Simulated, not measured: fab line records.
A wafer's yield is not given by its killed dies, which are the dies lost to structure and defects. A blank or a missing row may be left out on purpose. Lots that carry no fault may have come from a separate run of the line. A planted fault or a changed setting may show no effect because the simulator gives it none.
Which of the tools did it? -- flow n5Finfet -- Sampling: 11 lots, 33 wafers, 2 of 1938 route steps

WHAT THE GAUGES SHOWED, per wafer
N5_BEOL_M4_THK_MEAS_53: measures by xrf.
lot,measured,on,M4_THK (nm)
L673,day 7 19:25,filmMetro-02,41.6 40.0 41.9
L674,day 8 14:14,filmMetro-01,41.1 41.3 39.3
L680,day 9 06:58,filmMetro-02,36.6 41.5 40.0
L679,day 9 21:35,filmMetro-02,44.4 40.8 41.0
L681,day 9 23:26,filmMetro-02,41.7 41.4 40.4
L682,day 10 01:29,filmMetro-02,37.8 41.8 38.5
L684,day 10 20:08,filmMetro-02,39.8 40.0 41.0
L687,day 11 01:22,filmMetro-02,41.8 40.8 41.0
L688,day 11 21:59,filmMetro-02,40.8 39.1 42.2
L693,day 13 03:43,filmMetro-01,38.9 39.8 42.3
L694,day 13 07:17,filmMetro-01,37.1 42.5 41.8

TOOL THAT RAN EACH LOT (tool first, then ch and the chambers of the sampled wafers, then the start)
lot,N5_BEOL_M4_SPUTTER_94
L673,"pvdSputter-01, day 7 18:25"
L674,"pvdSputter-03, day 8 12:56"
L680,"pvdSputter-02, day 9 05:58"
L679,"pvdSputter-02, day 9 20:34"
L681,"pvdSputter-01, day 9 22:19"
L682,"pvdSputter-02, day 10 00:28"
L684,"pvdSputter-01, day 10 19:07"
L687,"pvdSputter-03, day 11 00:21"
L688,"pvdSputter-02, day 11 20:12"
L693,"pvdSputter-02, day 13 02:43"
L694,"pvdSputter-03, day 13 06:14"
- N5_BEOL_M4_SPUTTER_94: material Cu, target thk 4.5 nm, time 8.29 s.

THE ANSWER, worked out from the rows above alone
Rule: usual is defined by the lots themselves. The widest of any qualifying gaps counts: lots, ordered by their means at a reading, are off when they make up no more than a third of the lots, leave a main group of 4 or more, and stand apart from it by 3 or more times the standard deviation of that group's means. A main group whose means are all the same, to the digits that the tables above print for the reading, isn't used. Also off: a lot with no number at a reading for which 4 or more lots have one. Any other lot the step has rows for is counted as sound.
No lot is off on any of the readings shown, so nothing can be concluded from this.

WHAT HAD BEEN PUT IN BY THE SIMULATOR
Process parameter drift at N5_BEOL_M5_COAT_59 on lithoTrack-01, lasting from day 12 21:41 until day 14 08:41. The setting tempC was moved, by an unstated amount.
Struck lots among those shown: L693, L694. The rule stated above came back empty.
